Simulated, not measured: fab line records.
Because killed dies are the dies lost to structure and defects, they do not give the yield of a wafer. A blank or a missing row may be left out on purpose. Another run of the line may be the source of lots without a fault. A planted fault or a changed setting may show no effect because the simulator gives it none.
Chamber matching    flow nand_harc    NHARC_P_CONTACT_CMP_01 on cmp-04 has 4 sister chambers
The step polishes SiO2, target thk 200 nm. 8 wafers are shown with their chamber, then 8 later ones without.

## EACH WAFER AND ITS CHAMBER
wafer   chamber  motor_current_A (A)
L079.4  2        13.9
L079.5  3        10.9
L082.4  3        10.4
L084.3  2        14.3
L088.2  0        9.7
L088.3  1        10.0
L088.6  1        10.4
L089.2  0        10.3

## WAFERS WITHOUT THEIR CHAMBER
wafer   motor_current_A (A)
L089.3  10.1
L089.6  9.6
L094.1  13.3
L094.4  10.2
L094.6  13.5
L095.1  13.9
L095.3  10.7
L095.5  10.0

## CHAMBER TAKEN BY EACH
wafer   from the rows above           in truth
L089.3  can't be placed: 0 or 1 or 3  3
L089.6  can't be placed: 0 or 1 or 3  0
L094.1  2                             2
L094.4  can't be placed: 1 or 0 or 3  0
L094.6  2                             2
L095.1  2                             2
L095.3  can't be placed: 3 or 1 or 0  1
L095.5  can't be placed: 0 or 1 or 3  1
Correctly placed: 3 of 8. Unplaceable from these rows: 5, with the true chamber sitting among the candidates in 5. Number placed wrongly: 0.
How it was worked out, from the rows above alone: a wafer's distance from a chamber is the root of the sum, over the readings, of the square of ((its reading less the chamber's mean) divided by the reading's scatter). If the next closest chamber is less than 2 further off than the closest, the wafer can't be placed; otherwise it belongs to the closest. The mean given for a chamber averages the wafers shown for that chamber. How the scatter is found: for the shown wafers, subtract from each reading the mean of its chamber, square and add these, divide the total by (wafers less chambers), then take the root.
